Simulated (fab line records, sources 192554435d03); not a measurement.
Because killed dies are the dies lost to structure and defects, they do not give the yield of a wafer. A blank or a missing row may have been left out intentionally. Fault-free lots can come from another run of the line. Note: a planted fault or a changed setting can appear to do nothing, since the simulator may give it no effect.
fab line records    flow n5-finfet
[record] lots = 8  wafers = 24  last-day = 19
route steps=1938 shown SD_EPI_P@304 SD_ACTIVATION@334 ILD0@335 BEOL_M4@1111 PASSIVATION@1936
lots with no fault: from the same line, run without faults
start-h: start of the lot's first displayed wafer, in hours after the record's first day    wait-h: time in hours since the lot's previous step    " identical to the entry in the row above    L1.1+2: one row covering several wafers at once    - no value, or no start was given    * or withheld: withheld    < > ~ a bound
route shown NAME@n: NAME is a module with steps in the file, n the number in the route of the first one    usual: average and standard deviation across the fault-free wafers    same: alike in all rows    chamber/n: place in a boat    sites: each site's reading    _std_site: their standard deviation    _edge_site: mean of outer sites minus mean of inner sites    radius-mm: how far each site lies from the wafer's centre    mask NAME#n: copy n    behind: tool/chamber where the wafer was last shaped    hold: cause of the lot's hold/its duration in hours/its outcome    device: the transistor (n, p or np) that didn't switch    end of line: at the end of the route, the tests of the same wafers    a step given without rows: its recipe and nothing more    killed: at the first sort, the dies lost to defects and structure; wafer yield is something else    map: dies across one wafer; x = killed, . = not, _ = none there
set.NAME: the setting as run; set.NAME@STEP: as run at that earlier step    model.NAME: the simulator's own value behind a step, which no gauge read
route steps across a sampled set of lots; one table per step, one row per wafer
services: a tool's chamber out of use, with start hour (start-h, from the record's first day; less than 0 if before it), hours out, and reason
[[steps]]
[step N5_SD_EPI_P_OVL_MEAS_10]
[recipe] points-per-wafer = 44
[usual] SD_P_BLK_OVL = 0.0/0.67
lot.wafer  tool        chamber  start-h  wait-h  SD_P_BLK_OVL[nm]
L906.1     overlay-01  0        64.91    0.0     0.6
L906.5     "           0        "        "       0.6
L906.6     "           0        "        "       -1.2
L907.2     overlay-02  0        73.04    0.0     0.2
L907.3     "           0        "        "       1.1
L907.6     "           0        "        "       0.8
L908.2     overlay-02  0        77.06    0.0     -0.5
L908.5     "           0        "        "       0.2
L908.6     "           0        "        "       0.0
L914.1     overlay-02  0        116.45   0.0     -0.6
L914.2     "           0        "        "       -0.6
L914.5     "           0        "        "       0.6
L920.1     overlay-01  0        148.07   0.0     -1.6
L920.4     "           0        "        "       -0.8
L920.5     "           0        "        "       -0.5
L921.3     overlay-02  0        156.96   0.0     -0.5
L921.4     "           0        "        "       0.3
L921.5     "           0        "        "       0.1
L924.1     overlay-02  0        173.93   0.0     -0.7
L924.2     "           0        "        "       -0.2
L924.4     "           0        "        "       -0.1
L927.2     overlay-01  0        190.74   0.0     1.4
L927.4     "           0        "        "       -0.4
L927.6     "           0        "        "       0.3
[step N5_SD_EPI_P_ETCH_36]
[recipe] chemistry = CF4  target = SiARC  target-depth-a = 455  mask-material = CAR-ArF-block  time-s = 75.8  ion-energy-ev = 80  pressure-mtorr = 40  source-w = 545  bias-w = 36  Ar_flow_sccm = 100  cf4-flow-sccm = 100  ends = cleared
[usual] drypump-motor-current-A = 5.5/0.31  etch-rf-on-time-s = 75.5/1.3  oes-product-au = 0.67/0.063  rf-vpp-V = 184.1/1.3  showerhead-plenum-p-Torr = 2.14/0.072  throttle-valve-pct = 15.55/0.26
lot.wafer  tool         chamber  start-h  wait-h  drypump-motor-current-A  etch-rf-on-time-s  oes-product-au  rf-hours-counter-h  rf-vpp-V  showerhead-plenum-p-Torr  throttle-valve-pct
L906.1     rie-diel-06  0        65.00    0.0     5.5                      73.9               0.81            15                  184.9     2.19                      15.19
L906.5     "            1        "        "       6.0                      76.9               0.57            -                   185.5     2.19                      15.69
L906.6     "            2        "        "       5.9                      75.3               0.72            -                   186.7     2.25                      15.24
L907.2     rie-diel-03  1        73.13    0.0     5.2                      76.5               0.69            105                 181.0     2.00                      15.32
L907.3     "            0        "        "       5.6                      76.3               0.64            174                 184.2     2.13                      15.49
L907.6     "            2        "        "       5.3                      76.9               0.66            -                   185.6     2.15                      16.00
L908.2     rie-diel-03  3        77.16    0.0     5.7                      76.6               0.62            194                 185.9     2.13                      15.83
L908.5     "            3        "        "       5.7                      75.6               0.62            -                   184.6     2.13                      15.84
L908.6     "            2        "        "       5.3                      76.6               0.65            -                   184.7     2.15                      16.02
L914.1     rie-diel-03  3        116.55   0.0     5.7                      77.3               0.61            203                 184.3     2.12                      15.87
L914.2     "            0        "        "       5.6                      75.8               0.64            184                 183.6     2.13                      15.51
L914.5     "            2        "        "       5.3                      76.4               0.64            -                   183.2     2.15                      16.04
L920.1     rie-diel-01  1        148.16   0.0     5.6                      74.9               0.62            201                 183.6     2.20                      15.69
L920.4     "            2        "        "       5.7                      76.7               0.61            202                 183.7     2.13                      15.77
L920.5     "            2        "        "       5.7                      76.1               0.62            -                   184.6     2.12                      15.80
L921.3     rie-diel-06  2        157.15   0.0     6.0                      74.9               0.69            99                  184.5     2.24                      15.31
L921.4     "            3        "        "       5.1                      76.4               0.62            207                 183.9     2.04                      15.64
L921.5     "            1        "        "       6.0                      72.6               0.79            -                   186.0     2.18                      15.27
L924.1     rie-diel-01  0        174.16   0.0     5.0                      74.6               0.71            71                  183.8     2.17                      15.74
L924.2     "            3        "        "       5.7                      74.2               0.66            125                 183.4     2.08                      15.33
L924.4     "            2        "        "       5.7                      77.1               0.60            208                 185.3     2.12                      15.77
L927.2     rie-diel-06  1        190.84   0.0     6.0                      73.5               0.76            30                  185.3     2.18                      15.28
L927.4     "            0        "        "       5.5                      73.7               0.75            55                  183.9     2.17                      15.27
L927.6     "            3        "        "       5.1                      76.7               0.61            -                   181.5     2.03                      15.66
[step N5_SD_EPI_P_INSPECT_26]
[recipe] inspect-instrument = darkfield  mode = post-epi
[usual] raw-defect-count = 176/36
lot.wafer  tool               chamber  start-h  wait-h  raw-defect-count
L906.1     defect-inspect-01  -        69.57    0.0     272
L906.5     "                  -        "        "       151
L906.6     "                  -        "        "       209
L907.2     defect-inspect-01  -        76.83    0.0     154
L907.3     "                  -        "        "       141
L907.6     "                  -        "        "       140
L908.2     defect-inspect-02  -        80.84    0.0     177
L908.5     "                  -        "        "       172
L908.6     "                  -        "        "       185
L914.1     defect-inspect-02  -        120.25   0.0     167
L914.2     "                  -        "        "       1038
L914.5     "                  -        "        "       250
L920.1     defect-inspect-01  -        152.16   0.0     166
L920.4     "                  -        "        "       129
L920.5     "                  -        "        "       252
L921.3     defect-inspect-02  -        160.83   0.0     185
L921.4     "                  -        "        "       166
L921.5     "                  -        "        "       208
L924.1     defect-inspect-01  -        177.84   0.0     179
L924.2     "                  -        "        "       169
L924.4     "                  -        "        "       164
L927.2     defect-inspect-01  -        194.54   0.0     176
L927.4     "                  -        "        "       177
L927.6     "                  -        "        "       210
[step N5_SD_ACTIVATION_INSPECT_02]
[recipe] inspect-instrument = darkfield  mode = post-anneal
[usual] raw-defect-count = 175/36
lot.wafer  tool               chamber  start-h  wait-h  raw-defect-count
L906.1     defect-inspect-02  -        70.33    0.2     278
L906.5     "                  -        "        "       152
L906.6     "                  -        "        "       232
L907.2     defect-inspect-02  -        77.62    0.2     179
L907.3     "                  -        "        "       153
L907.6     "                  -        "        "       156
L908.2     defect-inspect-02  -        81.60    0.1     182
L908.5     "                  -        "        "       168
L908.6     "                  -        "        "       183
L914.1     defect-inspect-02  -        121.04   0.2     161
L914.2     "                  -        "        "       1068
L914.5     "                  -        "        "       271
L920.1     defect-inspect-02  -        152.91   0.2     184
L920.4     "                  -        "        "       127
L920.5     "                  -        "        "       272
L921.3     defect-inspect-01  -        161.60   0.1     169
L921.4     "                  -        "        "       158
L921.5     "                  -        "        "       203
L924.1     defect-inspect-01  -        178.76   0.2     183
L924.2     "                  -        "        "       152
L924.4     "                  -        "        "       165
L927.2     defect-inspect-01  -        195.31   0.1     182
L927.4     "                  -        "        "       178
L927.6     "                  -        "        "       215
[step N5_ILD0_LINER_00]
[recipe] material = SiNx  target-thk-a = 40  temp-c = 400  ald-precursor-family = SiH2I2  ald-co-reactant = N2/H2-plasma  pulse-time-s = 1  purge-time-s = 2  co-reactant-purge-time-s = 2  ald-cycles = 80  pressure-torr = 2
[usual] heater-power-w = 857/86  precursor-pulse-height-rel = 1.002/0.019
[same] co-reactant-purge-time-s = 2
lot.wafer  tool        chamber  start-h  wait-h  heater-power-w  precursor-pulse-height-rel
L906.1     ald-sin-04  3        70.38    0.1     935             1.015
L906.5     "           0        "        "       848             1.001
L906.6     "           1        "        "       892             1.010
L907.2     ald-sin-02  2        77.67    0.0     997             0.980
L907.3     "           3        "        "       977             0.987
L907.6     "           2        "        "       979             0.959
L908.2     ald-sin-01  0        81.67    0.1     793             0.994
L908.5     "           2        "        "       782             1.006
L908.6     "           3        "        "       777             1.004
L914.1     ald-sin-01  2        121.08   0.0     803             0.996
L914.2     "           1        "        "       896             0.992
L914.5     "           2        "        "       808             1.014
L920.1     ald-sin-04  2        152.95   0.0     844             0.973
L920.4     "           0        "        "       813             1.010
L920.5     "           0        "        "       848             1.022
L921.3     ald-sin-04  2        161.90   0.3     830             0.982
L921.4     "           3        "        "       982             0.976
L921.5     "           0        "        "       837             0.967
L924.1     ald-sin-01  0        178.90   0.1     758             0.989
L924.2     "           1        "        "       908             1.008
L924.4     "           2        "        "       808             1.021
L927.2     ald-sin-01  2        195.39   0.1     782             0.994
L927.4     "           1        "        "       923             0.988
L927.6     "           3        "        "       775             1.016
[step N5_ILD0_CMP_07]
[recipe] stop-on = poly-Si  material = SiO2_flowable  t-overpolish-s = 1.18  post-cmp-clean = alkaline-brush  down-force-psi = 4.1491  platen-rpm = 51.796  pad-velocity-m-s = 1.0306  target-thk-nm = 138.88
[usual] motor-current-A = 12.4/0.98  pad-life-wafers = 992/470
[same] t-overpolish-s = 1.18
lot.wafer  tool    chamber  start-h  wait-h  motor-current-A  pad-life-wafers
L906.1     cmp-02  0        73.15    0.1     11.4             974
L906.5     "       2        "        "       13.3             -
L906.6     "       3        "        "       12.5             -
L907.3     cmp-04  2        80.35    0.0     12.9             150
L907.2     "       0        "        "       11.5             152
L907.6     "       3        "        "       13.0             -
L908.2     cmp-04  3        84.47    0.1     11.2             183
L908.6     "       0        "        "       11.8             -
L908.5     "       1        "        "       13.1             -
L914.1     cmp-04  0        123.80   0.1     12.1             499
L914.2     "       1        "        "       12.1             500
L914.5     "       3        "        "       12.7             -
L920.4     cmp-01  0        155.64   0.0     11.8             1350
L920.1     "       2        "        "       11.8             1352
L920.5     "       1        "        "       13.8             -
L921.4     cmp-04  0        164.59   0.0     11.7             822
L921.3     "       3        "        "       12.5             825
L921.5     "       0        "        "       11.8             -
L924.2     cmp-01  0        181.59   0.0     11.7             1548
L924.1     "       2        "        "       11.5             1550
L924.4     "       3        "        "       10.5             1551
L927.2     cmp-01  0        198.45   0.0     11.6             1692
L927.4     "       1        "        "       14.1             1693
L927.6     "       1        "        "       13.7             -
[step N5_BEOL_M4_RC_MEAS_101]
[usual] DIBL_N = 35.9/1.3  DIBL_P = 35.9/1.5  IOFF_N = 0.152/0.023  IOFF_P = 0.204/0.027  ION_N = 673/9.2  ION_P = 462/6.7  SS_N = 71.4/0.48  SS_P = 73.2/0.55  VT_N = 250.3/2.6  VT_P = -250.6/3
lot.wafer  tool       chamber  start-h  wait-h  DIBL_N[mV/V]  DIBL_P[mV/V]  IOFF_N[nA/um]  IOFF_P[nA/um]  ION_N[uA/um]  ION_P[uA/um]  SS_N[mV/dec]  SS_P[mV/dec]  VT_N[mV]  VT_P[mV]
L906.1     prober-02  0        188.38   0.0     33.8          34.7          0.143          0.199          667           461           71.0          72.4          250.9     -250.0
L906.5     "          0        "        "       33.5          34.5          0.133          0.186          672           464           71.5          72.5          250.1     -250.8
L906.6     "          0        "        "       33.9          35.1          0.139          0.199          663           464           70.9          72.8          250.9     -250.2
L907.2     prober-02  0        210.39   0.2     36.5          37.3          0.167          0.198          677           461           70.8          74.3          249.8     -253.7
L907.3     "          0        "        "       35.0          36.3          0.150          0.182          679           452           71.0          73.0          252.0     -254.3
L907.6     "          0        "        "       36.1          37.1          0.163          0.197          680           462           71.5          73.2          248.3     -251.2
L908.2     prober-01  0        213.20   0.2     36.6          36.6          0.135          0.175          670           456           71.2          72.8          253.0     -253.4
L908.5     "          0        "        "       35.3          34.7          0.122          0.159          676           453           70.6          72.6          253.1     -254.0
L908.6     "          0        "        "       37.3          38.1          0.162          0.214          685           469           71.8          73.6          251.9     -250.3
L914.1     prober-02  0        247.96   0.3     38.2          38.8          0.225          0.247          690           467           71.5          74.1          242.7     -248.1
L914.2     "          0        "        "       37.6          37.3          0.206          0.217          678           458           71.8          73.2          244.2     -253.5
L914.5     "          0        "        "       36.9          36.6          0.182          0.209          682           458           71.3          72.6          246.1     -251.4
L920.1     prober-02  0        276.64   0.0     33.7          32.6          0.112          0.168          658           463           71.3          72.2          254.1     -251.2
L920.4     "          0        "        "       37.4          37.8          0.179          0.235          677           469           71.4          74.2          249.8     -248.6
L920.5     "          0        "        "       35.2          34.0          0.140          0.181          664           458           71.7          72.9          250.1     -250.5
L921.3     prober-01  0        302.78   0.3     36.5          36.9          0.146          0.178          671           459           70.9          73.0          250.3     -251.8
L921.4     "          0        "        "       36.6          37.0          0.141          0.178          660           451           70.4          72.9          250.9     -254.6
L921.5     "          0        "        "       36.1          36.0          0.139          0.168          674           457           71.4          73.4          249.9     -253.8
L924.1     prober-02  0        305.47   0.0     36.1          36.0          0.162          0.183          675           454           71.9          73.0          250.0     -253.1
L924.2     "          0        "        "       36.2          36.6          0.164          0.187          668           455           72.0          73.8          248.5     -255.2
L924.4     "          0        "        "       35.4          35.8          0.149          0.176          669           452           71.4          73.1          250.2     -256.0
L927.2     prober-02  0        334.79   0.2     35.3          34.3          0.134          0.219          657           466           71.6          73.2          252.8     -247.0
L927.4     "          0        "        "       35.2          34.4          0.130          0.216          667           471           71.4          72.1          249.9     -247.9
L927.6     "          0        "        "       35.9          35.3          0.146          0.240          678           477           71.1          73.7          251.0     -244.7
[step N5_PASSIVATION_PROBE_49]
[usual] defect-limited-yield = 91.0/1.5  killed_at_M0_to_M3 = 37/12  killed_at_M4_up = 13/5  killed-at-contacts = 13/6.1  killed-at-front-end = 39/11  killed-at-other = 4/3.2  killed-dies = 106/17  killed-open = 69/12  killed-short = 35/7.9  sort_bin_5_function = 5.3/1  sort_bin_6_memory = 3.3/0.68  sort-n-pass = 1074/17  sort-yield-pct = 91.0/1.5
[same] gross-dies = 1180  killed-at-back-side = 0  sort_bin_4_leakage[%] = 0  sort_bin_8_speed[%] = 0
lot.wafer  tool       chamber  start-h  wait-h  defect-limited-yield[%]  killed_at_M0_to_M3  killed_at_M4_up  killed-at-contacts  killed-at-front-end  killed-at-other  killed-dies  killed-open  killed-short  sort_bin_5_function[%]  sort_bin_6_memory[%]  sort-n-pass  sort-yield-pct[%]
L914.1     prober-01  -        361.45   0.0     91.9                     29                  9                15                  39                   4                96           61           33            4.8                     2.8                   1084         91.9
L914.2     prober-01  -        361.50   0.1     81.3                     23                  3                12                  183                  0                221          51           31            10.9                    4.1                   959          81.3
L914.5     prober-01  -        361.65   0.2     93.1                     25                  11               6                   38                   1                81           58           23            4.4                     2.3                   1099         93.1
L924.1     prober-02  -        421.05   0.0     91.4                     26                  14               6                   55                   0                101          66           34            5.1                     3.1                   1079         91.4
L924.2     prober-02  -        421.10   0.1     90.5                     29                  27               19                  36                   1                112          75           35            6.4                     3.0                   1068         90.5
L924.4     prober-02  -        421.20   0.2     90.5                     35                  21               7                   47                   2                112          72           38            5.3                     3.6                   1068         90.5
L927.2     prober-01  -        449.85   0.1     90.1                     47                  10               22                  34                   4                117          80           35            5.8                     4.0                   1063         90.1
L927.4     prober-01  -        449.95   0.2     93.2                     14                  15               17                  30                   4                80           52           26            3.7                     2.7                   1100         93.2
L927.6     prober-01  -        450.05   0.3     91.9                     29                  12               21                  30                   4                96           69           25            5.0                     2.9                   1084         91.9
// killed by level:class
L914.1 FIN_SAQP:geometric-particle:short=12 MOL_CONTACT_COAG:geometric-particle:open=12 BEOL_M0_SAQP:geometric-particle:open=11 FIN_SAQP:geometric-particle:open=9 GATE_CUT:geometric-particle:short=6 BEOL_M0_SAQP:geometric-particle:short=5 BEOL_M3:geometric-particle:open=4 STARTING-WAFER:geometric-particle:open=4
L914.2 SD_EPI_P:unspecified=139 FIN_SAQP:geometric-particle:open=14 FIN_SAQP:geometric-particle:short=11 MOL_CONTACT_COAG:geometric-particle:open=11 BEOL_M0_SAQP:geometric-particle:open=6 BEOL_M0_SAQP:geometric-particle:short=6 STI_FIN_REVEAL:geometric-particle:open=5 GATE_CUT:geometric-particle:short=4
L914.5 BEOL_M0_SAQP:geometric-particle:open=12 FIN_SAQP:geometric-particle:short=8 FIN_SAQP:geometric-particle:open=7 STI_FIN_REVEAL:geometric-particle:open=7 BEOL_M3:geometric-particle:open=6 MOL_CONTACT_COAG:geometric-particle:open=6 GATE_CUT:geometric-particle:open=4 STI_FIN_REVEAL:geometric-particle:short=3
L924.1 STI_FIN_REVEAL:geometric-particle:open=15 GATE_CUT:geometric-particle:short=12 BEOL_M4:geometric-particle:open=9 BEOL_M0_SAQP:geometric-particle:open=7 MOL_CONTACT_COAG:geometric-particle:open=6 BEOL_M3:geometric-particle:open=6 FIN_SAQP:geometric-particle:open=5 STI_FIN_REVEAL:geometric-particle:short=5
L924.2 BEOL_M4:geometric-particle:open=18 MOL_CONTACT_COAG:geometric-particle:open=16 FIN_SAQP:geometric-particle:short=7 GATE_CUT:geometric-particle:open=7 STI_FIN_REVEAL:geometric-particle:open=5 DUMMY_GATE:geometric-particle:open=5 BEOL_M0_SAQP:geometric-particle:open=5 BEOL_M2:geometric-particle:short=5
L924.4 FIN_SAQP:geometric-particle:short=13 BEOL_M4:geometric-particle:open=13 BEOL_M2:geometric-particle:open=10 STI_FIN_REVEAL:geometric-particle:open=8 FIN_SAQP:geometric-particle:open=6 MOL_CONTACT_COAG:geometric-particle:open=6 GATE_CUT:geometric-particle:short=5 DUMMY_GATE:geometric-particle:open=4
L927.2 MOL_CONTACT_COAG:geometric-particle:open=18 BEOL_M2:geometric-particle:open=18 FIN_SAQP:geometric-particle:short=14 DUMMY_GATE:geometric-particle:open=8 BEOL_M3:geometric-particle:open=7 BEOL_M0_SAQP:geometric-particle:open=6 BEOL_M0:geometric-particle:open=5 FIN_SAQP:geometric-particle:open=4
L927.4 MOL_CONTACT_COAG:geometric-particle:open=16 FIN_SAQP:geometric-particle:short=7 BEOL_M2:geometric-particle:open=5 FIN_SAQP:geometric-particle:open=4 BEOL_M6:geometric-particle:open=4 STI_FIN_REVEAL:geometric-particle:open=3 DUMMY_GATE:geometric-particle:short=3 GATE_CUT:geometric-particle:short=3
L927.6 MOL_CONTACT_COAG:geometric-particle:open=16 DUMMY_GATE:geometric-particle:open=12 BEOL_M2:geometric-particle:open=10 BEOL_M0:geometric-particle:short=5 BEOL_M3:geometric-particle:open=5 MOL_CONTACT_COAG:geometric-particle:short=4 BEOL_M4:geometric-particle:open=4 FIN_SAQP:geometric-particle:open=3
[[services]]
tool         chamber  start-h  hours  kind
cmp-04       -        50.28    1.1    repair
cmp-04       -        52.95    4.0    pm
cmp-04       -        72.88    3.9    repair
ald-sin-04   1        82.27    4.2    repair
ald-sin-01   -        83.81    14.6   pm
cmp-04       -        84.86    0.3    repair
ald-sin-04   -        85.25    14.0   pm
cmp-04       -        87.41    1.7    repair
rie-diel-03  3        91.98    1.4    repair
cmp-02       -        94.18    2.6    repair
cmp-02       -        99.98    5.3    repair
rie-diel-03  -        110.52   4.3    pm
cmp-01       -        122.00   5.7    pm
rie-diel-03  0        122.22   3.0    repair
rie-diel-03  0        125.87   9.6    repair
rie-diel-01  0        135.30   1.6    repair
cmp-04       -        136.09   0.9    repair
cmp-02       -        139.93   1.2    repair
rie-diel-06  2        146.56   6.0    repair
rie-diel-03  2        152.31   9.3    repair
rie-diel-03  1        174.66   6.3    repair
ald-sin-04   3        188.83   10.3   repair
cmp-04       -        192.98   3.4    pm
cmp-01       -        195.17   1.2    repair
[[key]]
[first-sign] step = N5_SD_EPI_P_INSPECT_26  reading = raw-defect-count  direction = up  sigmas = 24  usual = 176  struck = 1038
[effect] step = N5_SD_ACTIVATION_INSPECT_02  reading = raw-defect-count  direction = up  sigmas = 25  usual = 175  struck = 1068
[effect] step = N5_PASSIVATION_PROBE_49  reading = killed-at-front-end  direction = up  sigmas = 13  usual = 39  struck = 183
[more-kills-born-at] N5_SD_EPI_P_ETCH_36@rie-diel-03 = 139
met-at N5_SD_EPI_P_ETCH_36
struck-lots L914
struck-wafers L914.2
not-acting-at N5_SD_EPI_P_OVL_MEAS_10,N5_ILD0_LINER_00,N5_ILD0_CMP_07
onset-between 73.13 116.55
[fault] kind = chamber-particle-source  tool = rie-diel-03  chamber = 0  onset-h = 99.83  steps = N5_SD_EPI_P_ETCH_36  rate-per-visit-cm2 = 1.3247  end-h = 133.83
